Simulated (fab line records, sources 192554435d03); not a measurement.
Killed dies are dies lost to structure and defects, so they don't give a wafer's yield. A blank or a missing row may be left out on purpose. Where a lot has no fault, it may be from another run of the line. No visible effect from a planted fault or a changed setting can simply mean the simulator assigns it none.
Which tool was responsible? -- flow n5-finfet -- 24 lots, 72 wafers sampled, at 2 steps of a route of 1938

== WHAT THE GAUGES READ, wafer by wafer ==
N5_MOL_CONTACT_COAG_CD_MEAS_84: the cd target is 25.1 nm. Usual: cd-nm at 25.08 nm, with a standard deviation of 0.26.
lot,measured,on,cd-nm (nm),flag
L074,day 5 02:37,cd-sem-01,25.29 25.02 25.38,
L075,day 5 06:07,cd-sem-02,24.97 25.30 24.80,
L076,day 5 09:36,cd-sem-03,24.95 25.42 25.24,
L077,day 5 20:04,cd-sem-02,25.31 25.16 25.24,
L078,day 5 20:59,cd-sem-02,25.58 25.08 24.69,
L079,day 6 08:28,cd-sem-02,25.52 25.19 25.27,
L080,day 6 17:11,cd-sem-02,25.16 25.45 25.97,
L081,day 7 00:59,cd-sem-02,25.23 25.24 25.20,
L082,day 7 10:55,cd-sem-03,25.12 24.91 24.98,
L083,day 7 17:24,cd-sem-02,25.12 25.85 25.08,
L085,day 7 17:59,cd-sem-01,25.22 24.89 25.23,
L084,day 7 20:55,cd-sem-01,24.90 25.14 24.97,
L086,day 8 05:12,cd-sem-03,24.87 24.57 24.94,
L088,day 8 17:00,cd-sem-02,24.94 25.86 25.12,
L087,day 8 18:40,cd-sem-03,25.28 25.17 25.33,
L089,day 9 03:41,cd-sem-02,24.86 25.30 24.92,
L090,day 9 12:36,cd-sem-02,24.76 25.34 25.34,
L091,day 9 17:41,cd-sem-03,24.90 25.21 25.09,
L092,day 10 04:07,cd-sem-01,24.87 25.09 24.99,
L094,day 10 04:39,cd-sem-01,25.30 24.55 25.05,
L093,day 10 06:58,cd-sem-02,24.96 24.88 25.30,
L095,day 10 12:31,cd-sem-02,25.21 24.80 25.00,
L096,day 10 16:19,cd-sem-02,24.62 25.01 25.21,
L097,day 11 02:49,cd-sem-01,25.04 25.09 25.12,

N5_MOL_CONTACT_COAG_OVL_MEAS_41. Usual: VD_OVL gives -0.2 nm (standard deviation 0.8).
lot,measured,on,VD_OVL (nm),flag
L074,day 5 04:19,overlay-01,0.3 -0.7 0.6,
L075,day 5 07:23,overlay-01,-1.0 -0.3 0.0,
L076,day 5 11:10,overlay-01,-0.1 0.6 0.5,
L077,day 5 21:22,overlay-02,1.0 -0.4 0.3,
L078,day 5 22:23,overlay-01,0.5 -0.3 -2.4,
L079,day 6 09:44,overlay-02,-0.6 -0.1 0.0,
L080,day 6 18:28,overlay-02,0.1 0.5 -0.4,
L081,day 7 02:24,overlay-01,-2.1 -1.8 -0.4,
L082,day 7 12:20,overlay-01,-0.7 -1.0 0.2,
L083,day 7 18:41,overlay-02,0.7 -0.1 -0.6,
L085,day 7 19:26,overlay-01,0.5 0.9 1.5,
L084,day 8 02:44,overlay-01,-0.9 -0.3 -1.3,
L086,day 8 07:40,overlay-01,1.1 0.6 -0.1,
L088,day 8 18:52,overlay-01,0.8 0.7 0.2,
L087,day 8 20:25,overlay-01,-1.7 -1.4 -1.4,
L089,day 9 05:11,overlay-02,-1.4 -1.3 -0.7,
L090,day 9 14:42,overlay-02,0.4 0.8 0.5,
L091,day 9 19:13,overlay-02,1.0 0.6 -0.5,
L092,day 10 05:46,overlay-02,0.9 0.9 0.0,
L094,day 10 06:20,overlay-02,0.7 0.6 0.2,
L093,day 10 08:23,overlay-01,0.0 0.7 0.0,
L095,day 10 13:58,overlay-01,-1.6 -1.1 -1.9,
L096,day 10 17:49,overlay-02,-0.6 0.1 -0.2,
L097,day 11 04:16,overlay-02,-0.2 0.3 0.4,

== TOOL THAT RAN EACH LOT (tool first, then ch and the chambers of the sampled wafers, then the start) ==
No process step before these readings appears in the record.

== AS READ BY THE TOOLS THEMSELVES (means over the sampled wafers that have a number; for cases with no such wafer, the mark the record gives instead) ==
The record holds no such reading with a usual standard deviation.

== THE ANSWER, worked out from the rows above alone ==
Rule: lot off if the mean of its wafers having a number is beyond 3 standard deviations from the usual mean. A lot without any number at a reading at which 4 lots or more have one is off too. Any other lot the step has rows for is counted as sound. Order of review: gauges by route order, followed by the tools' own readings, for which a lot's mean as printed above is used. At the first step where some lot is off, the reading lying furthest off is the one used; lots without a number count as furthest.
Across all readings shown, no lot is off: no conclusion can be drawn from this.

== WHAT WAS PUT IN BY THE SIMULATOR ==
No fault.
